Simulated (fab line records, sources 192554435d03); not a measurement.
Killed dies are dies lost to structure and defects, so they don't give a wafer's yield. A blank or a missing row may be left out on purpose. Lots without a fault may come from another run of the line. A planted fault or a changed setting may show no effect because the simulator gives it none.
fab line records | flow n5_finfet | part 2 of 2: steps 21 to 31 of 31
record lots=5 wafers=15 last_day=18
route steps=1938 shown BEOL_M3@979
lots that met no fault: from a run of the same line without faults
start_h: hours from the record's first day to the start of the lot's first wafer shown | wait_h: hours since the lot's step before | " the same as in the row above | L1.1+2: a row that stands for several wafers | - no value, or no start given | * or withheld: withheld | < > ~ a bound
route shown NAME@n: a module of which the file shows steps, and the number in the route of the first | usual: mean/standard deviation of fault-free wafers | same: alike in all rows | chamber/n: place in a boat | sites: the reading at each site | _std_site: their standard deviation | _edge_site: outer sites' mean less inner sites' | radius_mm: how far each site lies from the wafer's centre | mask NAME#n: copy n | behind: the tool/chamber that last shaped the wafer | hold: why the lot was held/for how many hours/how that ended | device: the transistor (n, p or np) that didn't switch | end of line: the same wafers' tests at the end of the route | a step without rows: its recipe alone | killed: dies lost to structure and defects at the first sort, not the wafer's yield | map: a wafer's dies, x killed, . not, _ none there
set.NAME: the setting as run; set.NAME@STEP: as run at that earlier step | model.NAME: the simulator's own value behind a step, which no gauge read
lots at some steps of the route; a table a step, a row a wafer
services: from which hour (start_h, from the record's first day; less than 0 if before it) a tool's chamber was out of use, for how many hours, and why
## steps
# step N5_BEOL_M3_ANNEAL_82
# recipe temp_c=400 time_s=240 ambient=vacuum
# usual heater_power_w=836/83
# columns lot.wafer tool chamber start_h wait_h heater_power_w
L076.2 pvd_sputter-02 - 158.12 0.0 872
L076.3 " - " " 926
L076.5 " - " " 942
L084.3 pvd_sputter-02 - 208.74 0.0 936
L084.4 " - " " 913
L084.6 " - " " 825
L091.1 pvd_sputter-02 - 248.41 0.0 936
L091.2 " - " " 855
L091.5 " - " " 862
L090.1 pvd_sputter-03 - 265.37 0.0 761
L090.4 " - " " 863
L090.6 " - " " 859
L097.1 pvd_sputter-02 - 296.26 0.0 923
L097.3 " - " " 827
L097.6 " - " " 866
# step N5_BEOL_M3_SPUTTER_86
# recipe material=Cu target_thk_a=45 temp_c=-20 chamber_pressure_pa=0.07 power_w=withheld time_s=8.29
# usual throttle_valve_pct=30.0/1.3
# columns lot.wafer tool chamber start_h wait_h throttle_valve_pct
L076.2 pvd_sputter-02 - 158.26 0.1 30.8
L076.3 " - " " 30.3
L076.5 " - " " 30.3
L084.3 pvd_sputter-02 - 208.88 0.1 29.9
L084.4 " - " " 29.0
L084.6 " - " " 30.6
L091.1 pvd_sputter-02 - 248.55 0.1 29.8
L091.2 " - " " 30.8
L091.5 " - " " 30.9
L090.1 pvd_sputter-03 - 265.51 0.1 31.6
L090.4 " - " " 31.3
L090.6 " - " " 31.7
L097.1 pvd_sputter-02 - 296.40 0.1 29.0
L097.3 " - " " 30.9
L097.6 " - " " 31.1
# step N5_BEOL_M3_ANNEAL_87
# recipe temp_c=400 time_s=240 ambient=vacuum
# usual heater_power_w=834/83
# columns lot.wafer tool chamber start_h wait_h heater_power_w
L076.2 pvd_sputter-02 - 158.34 0.0 860
L076.3 " - " " 944
L076.5 " - " " 950
L084.3 pvd_sputter-02 - 208.96 0.0 929
L084.4 " - " " 925
L084.6 " - " " 844
L091.1 pvd_sputter-02 - 248.63 0.0 943
L091.2 " - " " 843
L091.5 " - " " 851
L090.1 pvd_sputter-03 - 265.59 0.0 759
L090.4 " - " " 868
L090.6 " - " " 865
L097.1 pvd_sputter-02 - 296.48 0.0 931
L097.3 " - " " 837
L097.6 " - " " 849
# step N5_BEOL_M3_SPUTTER_88
# recipe material=Cu target_thk_a=45 temp_c=-20 chamber_pressure_pa=0.07 power_w=withheld time_s=8.29
# usual throttle_valve_pct=30.0/1.3
# columns lot.wafer tool chamber start_h wait_h throttle_valve_pct
L076.2 pvd_sputter-02 - 158.48 0.1 31.2
L076.3 " - " " 30.2
L076.5 " - " " 30.1
L084.3 pvd_sputter-02 - 209.10 0.1 30.0
L084.4 " - " " 28.9
L084.6 " - " " 30.8
L091.1 pvd_sputter-02 - 248.77 0.1 30.5
L091.2 " - " " 30.9
L091.5 " - " " 30.8
L090.1 pvd_sputter-03 - 265.73 0.1 31.6
L090.4 " - " " 31.5
L090.6 " - " " 31.8
L097.1 pvd_sputter-02 - 296.62 0.1 29.2
L097.3 " - " " 30.6
L097.6 " - " " 30.8
# step N5_BEOL_M3_ANNEAL_89
# recipe temp_c=400 time_s=240 ambient=vacuum
# usual heater_power_w=836/85
# columns lot.wafer tool chamber start_h wait_h heater_power_w
L076.2 pvd_sputter-02 - 158.56 0.0 842
L076.3 " - " " 925
L076.5 " - " " 935
L084.3 pvd_sputter-02 - 209.18 0.0 927
L084.4 " - " " 916
L084.6 " - " " 835
L091.1 pvd_sputter-02 - 248.85 0.0 947
L091.2 " - " " 853
L091.5 " - " " 869
L090.1 pvd_sputter-03 - 265.81 0.0 750
L090.4 " - " " 881
L090.6 " - " " 885
L097.1 pvd_sputter-02 - 296.70 0.0 941
L097.3 " - " " 833
L097.6 " - " " 873
# step N5_BEOL_M3_SPUTTER_90
# recipe material=Cu target_thk_a=45 temp_c=-20 chamber_pressure_pa=0.07 power_w=withheld time_s=8.29
# usual throttle_valve_pct=30.0/1.3
# columns lot.wafer tool chamber start_h wait_h throttle_valve_pct
L076.2 pvd_sputter-02 - 158.70 0.1 30.8
L076.3 " - " " 30.2
L076.5 " - " " 30.4
L084.3 pvd_sputter-02 - 209.32 0.1 30.0
L084.4 " - " " 29.0
L084.6 " - " " 30.7
L091.1 pvd_sputter-02 - 248.99 0.1 30.1
L091.2 " - " " 31.0
L091.5 " - " " 30.8
L090.1 pvd_sputter-03 - 265.95 0.1 31.6
L090.4 " - " " 31.2
L090.6 " - " " 31.4
L097.1 pvd_sputter-02 - 296.84 0.1 29.1
L097.3 " - " " 30.7
L097.6 " - " " 30.8
# step N5_BEOL_M3_ANNEAL_91
# recipe temp_c=400 time_s=240 ambient=vacuum
# usual heater_power_w=836/86
# columns lot.wafer tool chamber start_h wait_h heater_power_w
L076.2 pvd_sputter-02 - 158.78 0.0 844
L076.3 " - " " 933
L076.5 " - " " 934
L084.3 pvd_sputter-02 - 209.40 0.0 947
L084.4 " - " " 956
L084.6 " - " " 828
L091.1 pvd_sputter-02 - 249.07 0.0 963
L091.2 " - " " 845
L091.5 " - " " 861
L090.1 pvd_sputter-03 - 266.03 0.0 758
L090.4 " - " " 871
L090.6 " - " " 872
L097.1 pvd_sputter-02 - 296.92 0.0 938
L097.3 " - " " 806
L097.6 " - " " 837
# step N5_BEOL_M3_SPUTTER_92
# recipe material=Cu target_thk_a=45 temp_c=-20 chamber_pressure_pa=0.07 power_w=withheld time_s=8.29
# usual throttle_valve_pct=30.0/1.3
# columns lot.wafer tool chamber start_h wait_h throttle_valve_pct
L076.2 pvd_sputter-02 - 158.92 0.1 30.8
L076.3 " - " " 30.5
L076.5 " - " " 30.1
L084.3 pvd_sputter-02 - 209.54 0.1 30.0
L084.4 " - " " 29.1
L084.6 " - " " 30.7
L091.1 pvd_sputter-02 - 249.21 0.1 30.0
L091.2 " - " " 30.9
L091.5 " - " " 30.8
L090.1 pvd_sputter-03 - 266.17 0.1 31.7
L090.4 " - " " 31.0
L090.6 " - " " 31.6
L097.1 pvd_sputter-02 - 297.06 0.1 28.9
L097.3 " - " " 30.5
L097.6 " - " " 31.0
# step N5_BEOL_M3_ANNEAL_93
# recipe temp_c=400 time_s=240 ambient=vacuum
# usual heater_power_w=835/82
# columns lot.wafer tool chamber start_h wait_h heater_power_w
L076.2 pvd_sputter-02 - 159.00 0.0 865
L076.3 " - " " 943
L076.5 " - " " 934
L084.3 pvd_sputter-02 - 209.62 0.0 929
L084.4 " - " " 933
L084.6 " - " " 819
L091.1 pvd_sputter-02 - 249.29 0.0 935
L091.2 " - " " 854
L091.5 " - " " 861
L090.1 pvd_sputter-03 - 266.25 0.0 761
L090.4 " - " " 887
L090.6 " - " " 886
L097.1 pvd_sputter-02 - 297.14 0.0 909
L097.3 " - " " 827
L097.6 " - " " 853
# step N5_BEOL_M3_SPUTTER_94
# recipe material=Cu target_thk_a=45 temp_c=-20 chamber_pressure_pa=0.07 power_w=withheld time_s=8.29
# usual throttle_valve_pct=30.0/1.3
# columns lot.wafer tool chamber start_h wait_h throttle_valve_pct
L076.2 pvd_sputter-02 - 159.14 0.1 30.8
L076.3 " - " " 30.1
L076.5 " - " " 30.3
L084.3 pvd_sputter-02 - 209.76 0.1 30.3
L084.4 " - " " 28.9
L084.6 " - " " 30.6
L091.1 pvd_sputter-02 - 249.43 0.1 30.0
L091.2 " - " " 31.0
L091.5 " - " " 30.7
L090.1 pvd_sputter-03 - 266.39 0.1 31.7
L090.4 " - " " 31.3
L090.6 " - " " 31.2
L097.1 pvd_sputter-02 - 297.28 0.1 29.0
L097.3 " - " " 30.8
L097.6 " - " " 30.9
# step N5_BEOL_M3_ANNEAL_95
# recipe temp_c=400 time_s=240 ambient=vacuum
# usual heater_power_w=836/85
# columns lot.wafer tool chamber start_h wait_h heater_power_w
L076.2 pvd_sputter-02 - 159.22 0.0 833
L076.3 " - " " 933
L076.5 " - " " 928
L084.3 pvd_sputter-02 - 209.84 0.0 946
L084.4 " - " " 930
L084.6 " - " " 813
L091.1 pvd_sputter-02 - 249.51 0.0 968
L091.2 " - " " 859
L091.5 " - " " 830
L090.1 pvd_sputter-03 - 266.47 0.0 765
L090.4 " - " " 875
L090.6 " - " " 883
L097.1 pvd_sputter-02 - 297.36 0.0 927
L097.3 " - " " 826
L097.6 " - " " 885
## services
# columns tool chamber start_h hours kind
cvd_co-02 - 136.14 0.6 repair
rie_diel-03 2 140.26 5.8 repair
cvd_co-01 - 142.51 6.0 pm
ald_metal-03 0 142.71 27.8 repair
ald_metal-02 0 147.49 20.1 repair
ald_metal-03 - 152.78 0.6 repair
rie_diel-06 1 154.34 5.2 repair
rie_diel-01 1 176.55 - clean
rie_diel-01 1 176.55 - consumable_replace:focus_ring
rie_diel-01 1 176.55 15.4 scheduled_down
rie_diel-06 - 199.41 3.9 repair
wet_bench-05 - 202.72 2.0 repair
ald_metal-04 - 204.95 0.5 repair
rie_diel-01 3 207.40 19.4 repair
cvd_co-01 - 225.40 8.7 repair
ald_metal-04 2 231.67 6.8 repair
ald_metal-04 - 239.21 1.0 repair
cvd_co-01 1 243.35 14.7 repair
cvd_co-01 2 245.00 16.6 repair
cvd_co-02 - 261.34 3.8 pm
ald_metal-04 0 271.85 3.6 repair
cvd_co-01 - 276.75 1.3 repair
ald_metal-03 - 280.95 2.8 pm
rie_diel-01 1 293.98 4.3 repair
